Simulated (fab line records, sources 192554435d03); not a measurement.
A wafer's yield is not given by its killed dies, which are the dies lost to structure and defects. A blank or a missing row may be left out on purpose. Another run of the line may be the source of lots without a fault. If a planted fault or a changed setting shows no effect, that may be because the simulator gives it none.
Lot-split experiment :: flow n5 finfet :: 7 lots, 39 wafers read, on a route of 1938 steps

## THE SPLIT
At N5_DUMMY_GATE_CVD_03 (deposits a-Si from SiH4, target thk 150 nm, time 8042 s), the setting target thk a was moved away from the recipe's 1500 angstrom on 30 of the 39 wafers read, by -12.3% to +6.1%. The other wafers ran this setting at the recipe's value.

The reading is taken at the split's own step.

## THE READING
a-Si_of_DUMMY_GATE_CVD_03.thk nm (the simulator's own value, which no gauge read), in nm, at N5_DUMMY_GATE_CVD_03 (deposits a-Si from SiH4, target thk 150 nm, time 8042 s). No usual value for it is given in the file. The 9 wafers here that ran the recipe average 147.7 nm, standard deviation 0.95 nm.

wafer: L074.1
tool, chamber at the split: -, -
target thk a as run, angstrom: 1384
against the recipe: -7.7%
a-Si_of_DUMMY_GATE_CVD_03.thk nm, nm: 136.8
against lot-mates on the recipe: no lot-mate on the recipe

wafer: L074.2
tool, chamber at the split: -, -
target thk a as run, angstrom: 1384
against the recipe: -7.7%
a-Si_of_DUMMY_GATE_CVD_03.thk nm, nm: 137.4
against lot-mates on the recipe: no lot-mate on the recipe

wafer: L074.5
tool, chamber at the split: -, -
target thk a as run, angstrom: 1384
against the recipe: -7.7%
a-Si_of_DUMMY_GATE_CVD_03.thk nm, nm: 137.4
against lot-mates on the recipe: no lot-mate on the recipe

wafer: L074.3
tool, chamber at the split: -, -
target thk a as run, angstrom: 1384
against the recipe: -7.7%
a-Si_of_DUMMY_GATE_CVD_03.thk nm, nm: 137.2
against lot-mates on the recipe: no lot-mate on the recipe

wafer: L074.4
tool, chamber at the split: -, -
target thk a as run, angstrom: 1384
against the recipe: -7.7%
a-Si_of_DUMMY_GATE_CVD_03.thk nm, nm: 137.2
against lot-mates on the recipe: no lot-mate on the recipe

wafer: L074.6
tool, chamber at the split: -, -
target thk a as run, angstrom: 1384
against the recipe: -7.7%
a-Si_of_DUMMY_GATE_CVD_03.thk nm, nm: 137.8
against lot-mates on the recipe: no lot-mate on the recipe

wafer: L077.1
tool, chamber at the split: -, -
target thk a as run, angstrom: 1500
against the recipe: recipe
a-Si_of_DUMMY_GATE_CVD_03.thk nm, nm: 148.4
against lot-mates on the recipe: -

wafer: L077.2
tool, chamber at the split: -, -
target thk a as run, angstrom: 1500
against the recipe: recipe
a-Si_of_DUMMY_GATE_CVD_03.thk nm, nm: 148.4
against lot-mates on the recipe: -

wafer: L077.5
tool, chamber at the split: -, -
target thk a as run, angstrom: 1500
against the recipe: recipe
a-Si_of_DUMMY_GATE_CVD_03.thk nm, nm: 148.4
against lot-mates on the recipe: -

wafer: L077.3
tool, chamber at the split: -, -
target thk a as run, angstrom: 1500
against the recipe: recipe
a-Si_of_DUMMY_GATE_CVD_03.thk nm, nm: 148
against lot-mates on the recipe: -

wafer: L077.4
tool, chamber at the split: -, -
target thk a as run, angstrom: 1500
against the recipe: recipe
a-Si_of_DUMMY_GATE_CVD_03.thk nm, nm: 149
against lot-mates on the recipe: -

wafer: L077.6
tool, chamber at the split: -, -
target thk a as run, angstrom: 1500
against the recipe: recipe
a-Si_of_DUMMY_GATE_CVD_03.thk nm, nm: 147
against lot-mates on the recipe: -

wafer: L081.2
tool, chamber at the split: lpcvd-02, 1/20
target thk a as run, angstrom: 1500
against the recipe: recipe
a-Si_of_DUMMY_GATE_CVD_03.thk nm, nm: 146.6
against lot-mates on the recipe: -

wafer: L081.3
tool, chamber at the split: lpcvd-02, 1/25
target thk a as run, angstrom: 1500
against the recipe: recipe
a-Si_of_DUMMY_GATE_CVD_03.thk nm, nm: 147.2
against lot-mates on the recipe: -

wafer: L081.4
tool, chamber at the split: lpcvd-02, 1/29
target thk a as run, angstrom: 1500
against the recipe: recipe
a-Si_of_DUMMY_GATE_CVD_03.thk nm, nm: 146
against lot-mates on the recipe: -

wafer: L089.1
tool, chamber at the split: -, -
target thk a as run, angstrom: 1562
against the recipe: +4.1%
a-Si_of_DUMMY_GATE_CVD_03.thk nm, nm: 155.6
against lot-mates on the recipe: no lot-mate on the recipe

wafer: L089.2
tool, chamber at the split: -, -
target thk a as run, angstrom: 1562
against the recipe: +4.1%
a-Si_of_DUMMY_GATE_CVD_03.thk nm, nm: 155.6
against lot-mates on the recipe: no lot-mate on the recipe

wafer: L089.5
tool, chamber at the split: -, -
target thk a as run, angstrom: 1562
against the recipe: +4.1%
a-Si_of_DUMMY_GATE_CVD_03.thk nm, nm: 155.6
against lot-mates on the recipe: no lot-mate on the recipe

wafer: L089.3
tool, chamber at the split: -, -
target thk a as run, angstrom: 1562
against the recipe: +4.1%
a-Si_of_DUMMY_GATE_CVD_03.thk nm, nm: 154.6
against lot-mates on the recipe: no lot-mate on the recipe

wafer: L089.4
tool, chamber at the split: -, -
target thk a as run, angstrom: 1562
against the recipe: +4.1%
a-Si_of_DUMMY_GATE_CVD_03.thk nm, nm: 154.4
against lot-mates on the recipe: no lot-mate on the recipe

wafer: L089.6
tool, chamber at the split: -, -
target thk a as run, angstrom: 1562
against the recipe: +4.1%
a-Si_of_DUMMY_GATE_CVD_03.thk nm, nm: 153.4
against lot-mates on the recipe: no lot-mate on the recipe

wafer: L090.1
tool, chamber at the split: -, -
target thk a as run, angstrom: 1591
against the recipe: +6.1%
a-Si_of_DUMMY_GATE_CVD_03.thk nm, nm: 157.6
against lot-mates on the recipe: no lot-mate on the recipe

wafer: L090.4
tool, chamber at the split: -, -
target thk a as run, angstrom: 1591
against the recipe: +6.1%
a-Si_of_DUMMY_GATE_CVD_03.thk nm, nm: 157.6
against lot-mates on the recipe: no lot-mate on the recipe

wafer: L090.2
tool, chamber at the split: -, -
target thk a as run, angstrom: 1591
against the recipe: +6.1%
a-Si_of_DUMMY_GATE_CVD_03.thk nm, nm: 158.2
against lot-mates on the recipe: no lot-mate on the recipe

wafer: L090.3
tool, chamber at the split: -, -
target thk a as run, angstrom: 1591
against the recipe: +6.1%
a-Si_of_DUMMY_GATE_CVD_03.thk nm, nm: 157.8
against lot-mates on the recipe: no lot-mate on the recipe

wafer: L090.5
tool, chamber at the split: -, -
target thk a as run, angstrom: 1591
against the recipe: +6.1%
a-Si_of_DUMMY_GATE_CVD_03.thk nm, nm: 158
against lot-mates on the recipe: no lot-mate on the recipe

wafer: L090.6
tool, chamber at the split: -, -
target thk a as run, angstrom: 1591
against the recipe: +6.1%
a-Si_of_DUMMY_GATE_CVD_03.thk nm, nm: 158.6
against lot-mates on the recipe: no lot-mate on the recipe

wafer: L091.1
tool, chamber at the split: -, -
target thk a as run, angstrom: 1440
against the recipe: -4.0%
a-Si_of_DUMMY_GATE_CVD_03.thk nm, nm: 142.8
against lot-mates on the recipe: no lot-mate on the recipe

wafer: L091.2
tool, chamber at the split: -, -
target thk a as run, angstrom: 1440
against the recipe: -4.0%
a-Si_of_DUMMY_GATE_CVD_03.thk nm, nm: 143
against lot-mates on the recipe: no lot-mate on the recipe

wafer: L091.3
tool, chamber at the split: -, -
target thk a as run, angstrom: 1440
against the recipe: -4.0%
a-Si_of_DUMMY_GATE_CVD_03.thk nm, nm: 143.8
against lot-mates on the recipe: no lot-mate on the recipe

wafer: L091.4
tool, chamber at the split: -, -
target thk a as run, angstrom: 1440
against the recipe: -4.0%
a-Si_of_DUMMY_GATE_CVD_03.thk nm, nm: 142.6
against lot-mates on the recipe: no lot-mate on the recipe

wafer: L091.6
tool, chamber at the split: -, -
target thk a as run, angstrom: 1440
against the recipe: -4.0%
a-Si_of_DUMMY_GATE_CVD_03.thk nm, nm: 142.6
against lot-mates on the recipe: no lot-mate on the recipe

wafer: L091.5
tool, chamber at the split: -, -
target thk a as run, angstrom: 1440
against the recipe: -4.0%
a-Si_of_DUMMY_GATE_CVD_03.thk nm, nm: 143.6
against lot-mates on the recipe: no lot-mate on the recipe

wafer: L096.1
tool, chamber at the split: -, -
target thk a as run, angstrom: 1316
against the recipe: -12.3%
a-Si_of_DUMMY_GATE_CVD_03.thk nm, nm: 132.2
against lot-mates on the recipe: no lot-mate on the recipe

wafer: L096.4
tool, chamber at the split: -, -
target thk a as run, angstrom: 1316
against the recipe: -12.3%
a-Si_of_DUMMY_GATE_CVD_03.thk nm, nm: 132.2
against lot-mates on the recipe: no lot-mate on the recipe

wafer: L096.2
tool, chamber at the split: -, -
target thk a as run, angstrom: 1316
against the recipe: -12.3%
a-Si_of_DUMMY_GATE_CVD_03.thk nm, nm: 130.8
against lot-mates on the recipe: no lot-mate on the recipe

wafer: L096.6
tool, chamber at the split: -, -
target thk a as run, angstrom: 1316
against the recipe: -12.3%
a-Si_of_DUMMY_GATE_CVD_03.thk nm, nm: 130.8
against lot-mates on the recipe: no lot-mate on the recipe

wafer: L096.3
tool, chamber at the split: -, -
target thk a as run, angstrom: 1316
against the recipe: -12.3%
a-Si_of_DUMMY_GATE_CVD_03.thk nm, nm: 131.4
against lot-mates on the recipe: no lot-mate on the recipe

wafer: L096.5
tool, chamber at the split: -, -
target thk a as run, angstrom: 1316
against the recipe: -12.3%
a-Si_of_DUMMY_GATE_CVD_03.thk nm, nm: 130.6
against lot-mates on the recipe: no lot-mate on the recipe

FIT RESULTS
A straight line over all 39 wafers: a-Si_of_DUMMY_GATE_CVD_03.thk nm changes by +1.44 nm for each +1% of target thk a; r = +1.00; the points scatter about the line by 0.89 nm.
Too few moved wafers have a lot-mate on the recipe to fit a line with each lot's own level taken away.

## THE FILE'S OWN FIT
a-Si_of_DUMMY_GATE_CVD_03.thk nm changes by +1.44 nm for each +1% of target thk a, r = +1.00.
